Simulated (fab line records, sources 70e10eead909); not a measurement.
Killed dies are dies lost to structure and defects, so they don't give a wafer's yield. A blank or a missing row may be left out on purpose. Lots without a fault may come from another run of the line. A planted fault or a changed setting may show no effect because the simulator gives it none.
Chamber matching | flow nand_harc | NHARC_A_STAIRCASE_ETCH_169 on rie_diel-05: 4 sister chambers
The step etches the open film in CH3F/O2, target depth 50 nm, time 107.1 s. 14 wafers are shown with their chamber, then 7 later ones without.

WAFERS WITH THEIR CHAMBER
wafer  | chamber | showerhead_plenum_p_Torr (Torr) | drypump_motor_current_A (A) | rf_vpp_V (V)
L882.3 | 1       | 2.55                            | 5.3                         | 247.0
L882.5 | 2       | 2.45                            | 4.7                         | 244.4
L882.6 | 3       | 2.59                            | 6.3                         | 246.0
L886.1 | 1       | 2.54                            | 5.3                         | 245.0
L886.5 | 1       | 2.54                            | 5.3                         | 245.9
L886.6 | 2       | 2.45                            | 4.6                         | 244.1
L893.1 | 0       | 2.30                            | 5.8                         | 242.2
L893.2 | 2       | 2.44                            | 4.6                         | 244.9
L893.4 | 1       | 2.53                            | 5.3                         | 246.0
L897.1 | 2       | 2.43                            | 4.7                         | 244.6
L897.3 | 0       | 2.30                            | 5.9                         | 242.2
L897.6 | 0       | 2.30                            | 5.9                         | 240.2
L898.1 | 0       | 2.30                            | 5.9                         | 241.6
L898.2 | 2       | 2.43                            | 4.7                         | 244.3

SIGNATURES (means of the wafers above)
reading                  | chamber 0 | chamber 1 | chamber 2 | chamber 3 | scatter within a chamber
showerhead_plenum_p_Torr | 2.3000    | 2.5400    | 2.4400    | 2.5900    | 0.00775
drypump_motor_current_A  | 5.875     | 5.300     | 4.660     | 6.300     | 0.0442
rf_vpp_V                 | 241.550   | 245.975   | 244.460   | 246.000   | 0.711
Rule: a wafer's distance from a chamber is the root of the sum, over the readings, of the square of ((its reading less the chamber's mean) divided by the reading's scatter). The wafer belongs to the nearest chamber; if the next one is less than 2 further off, it can't be placed. The scatter: the root of (the sum of the squares of (reading less its chamber's mean) over the shown wafers, divided by (wafers less chambers)).

WAFERS WITHOUT THEIR CHAMBER
wafer  | showerhead_plenum_p_Torr (Torr) | drypump_motor_current_A (A) | rf_vpp_V (V)
L898.3 | 2.57                            | 6.4                         | 246.7
L899.1 | 2.43                            | 4.7                         | 244.2
L899.4 | 2.53                            | 5.3                         | 244.2
L899.5 | 2.53                            | 5.3                         | 245.1
L901.1 | 2.43                            | 4.7                         | 245.0
L901.3 | 2.29                            | 5.9                         | 242.5
L901.5 | 2.43                            | 4.7                         | 244.5

WHICH CHAMBER EACH WENT THROUGH
wafer  | from the rows above | in truth
L898.3 | 3                   | 3
L899.1 | 2                   | 2
L899.4 | 1                   | 1
L899.5 | 1                   | 1
L901.1 | 2                   | 2
L901.3 | 0                   | 0
L901.5 | 2                   | 2
Placed correctly: 7 of 7. Can't be placed from these rows: 0. Placed wrongly: 0.
